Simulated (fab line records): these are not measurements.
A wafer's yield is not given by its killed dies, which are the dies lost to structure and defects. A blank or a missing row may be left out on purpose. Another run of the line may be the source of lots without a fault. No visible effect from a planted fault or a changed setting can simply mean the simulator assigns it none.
Split-lot study | flow n5 finfet | 39 wafers read across 7 lots, on a route 1938 steps long

## THE SPLIT ITSELF
At N5_BEOL_M2_ILD_DEP_00 (deposits SiOC from DEMS/O2, target thk 79 nm, time 15.3 s), the setting target thk a was moved away from the recipe's 790 angstrom on 9 of the 39 wafers read, by -54.5% to +18.7%. All remaining wafers had this setting at the recipe value.

No step appears in the file between the split and the reading.

## THE READING
Values of M2_ILD_THK in nm from N5_BEOL_M2_THK_MEAS_01. A value of 78.6 nm with a standard deviation of 1.1 nm is what fault-free wafers of this fab line usually give.

wafer  | tool, chamber at the split | target thk a as run, angstrom | against the recipe | M2_ILD_THK, nm | against lot-mates on the recipe
L076.1 | pecvd-03, 2                | 790                           | recipe             | 76.2           | -
L076.2 | pecvd-03, 1                | 790                           | recipe             | 78.8           | -
L076.3 | pecvd-03, 0                | 790                           | recipe             | 77.9           | -
L076.4 | pecvd-03, 1                | 790                           | recipe             | 79.3           | -
L076.5 | pecvd-03, 0                | 790                           | recipe             | 79.1           | -
L076.6 | pecvd-03, 2                | 790                           | recipe             | 77.8           | -
L081.1 | pecvd-01, 0                | 790                           | recipe             | 77.2           | -
L081.2 | pecvd-01, 2                | 790                           | recipe             | 77.5           | -
L081.3 | pecvd-01, 1                | 790                           | recipe             | 78.7           | -
L081.4 | pecvd-01, 1                | 790                           | recipe             | 79.3           | -
L081.5 | pecvd-01, 0                | 790                           | recipe             | 79.7           | -
L081.6 | pecvd-01, 2                | 790                           | recipe             | 78.4           | -
L082.1 | pecvd-01, 1,0              | 790                           | recipe             | 78.6           | -
L082.2 | pecvd-01, 2                | 790                           | recipe             | 77.9           | -
L082.3 | pecvd-01, 1,0              | 790                           | recipe             | 78.7           | -
L082.4 | pecvd-01, 0                | 790                           | recipe             | 79.7           | -
L082.5 | pecvd-01, 1                | 790                           | recipe             | 79.5           | -
L082.6 | pecvd-01, 2                | 790                           | recipe             | 79.4           | -
L085.1 | pecvd-03, 0                | 359.5                         | -54.5%             | 35.6           | -41.4
L085.2 | pecvd-03, 1                | 790                           | recipe             | 76.5           | -
L085.3 | pecvd-03, 2                | 790                           | recipe             | 75.7           | -
L085.4 | pecvd-03, 0                | 790                           | recipe             | 78.9           | -
L085.5 | pecvd-03, 2                | 359.5                         | -54.5%             | 34.0           | -43.0
L085.6 | pecvd-03, 1                | 359.5                         | -54.5%             | 34.9           | -42.1
L091.3 | pecvd-01, 0                | 790                           | recipe             | 79.4           | -
L091.5 | pecvd-01, 1                | 790                           | recipe             | 80.3           | -
L091.6 | pecvd-01, 0                | 790                           | recipe             | 80.3           | -
L094.1 | pecvd-02, 1,0              | 483.2                         | -38.8%             | 49.3           | -30.8
L094.2 | pecvd-02, 0                | 790                           | recipe             | 79.5           | -
L094.3 | pecvd-02, 2                | 790                           | recipe             | 80.1           | -
L094.4 | pecvd-02, 2                | 483.2                         | -38.8%             | 50.5           | -29.6
L094.5 | pecvd-02, 1                | 790                           | recipe             | 80.8           | -
L094.6 | pecvd-02, 1,0              | 483.2                         | -38.8%             | 49.2           | -30.9
L095.1 | pecvd-03, 2                | 790                           | recipe             | 76.9           | -
L095.2 | pecvd-03, 0                | 790                           | recipe             | 78.3           | -
L095.3 | pecvd-03, 1                | 938                           | +18.7%             | 92.4           | +14.5
L095.4 | pecvd-03, 1                | 790                           | recipe             | 78.4           | -
L095.5 | pecvd-03, 2                | 938                           | +18.7%             | 92.9           | +15.0
L095.6 | pecvd-03, 0                | 938                           | +18.7%             | 94.4           | +16.5
Where a row lists several chambers, the file gives one row for several wafers and doesn't say which wafer went through which chamber.

THE FIT
A straight line over all 39 wafers: M2_ILD_THK changes by +0.784 nm for each +1% of target thk a; r = +1.00; the points scatter about the line by 1.3 nm.
The same after taking each lot's own level away (the mean of its wafers on the recipe; 39 wafers): +0.782 nm for each +1%; r = +1.00; scatter 0.88 nm.
On that fit, the largest move of target thk a shifts the reading by 43 nm.
The span of the lots' own levels, 77.03 to 80.13 nm, comes to 2.8 times the standard deviation stated above.
The two slopes agree, so the slope changes little with the lot-to-lot level.
Check: for one of the wafers moved furthest among these (-54.5%), held out of the fit, the line's prediction against its lot-mates is -42.8 nm. It came out at -41.4 nm against them.

## FURTHER SPLITS ON THESE WAFERS
Note: prior to the reading, these wafers also went through further splits. Each is held against what the fit with the lots' levels taken away leaves over:
other split on the same wafers               | wafers away from the commonest value | r with M2_ILD_THK (lot level and that fit taken away)
N5_STI_FIN_REVEAL_ETCHBACK_08 target depth a | 15                                   | -0.06
N5_SD_EPI_N_DESCUM_14 time s                 | 18                                   | +0.03
N5_MOL_CONTACT_COAG_ALD_27 ald cycles        | 9                                    | -0.01

## THE WHOLE CHAIN: every reading that the file lists as answering this split, in the file's order
step                   | what it does                                              | reading                                                                            | change (the file's fit)               | r (the file's)
N5_BEOL_M2_ILD_DEP_00  | deposits SiOC from DEMS/O2, target thk 79 nm, time 15.3 s | SiOC_of_BEOL_M2_ILD_DEP_00.thk nm (the simulator's own value, which no gauge read) | +0.783 nm for each +1% of the setting | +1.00
N5_BEOL_M2_THK_MEAS_01 |                                                           | M2_ILD_THK                                                                         | +0.781 for each +1% of the setting    | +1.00

## FILE'S OWN FIT
M2_ILD_THK changes by +0.781 nm for each +1% of target thk a, r = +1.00.
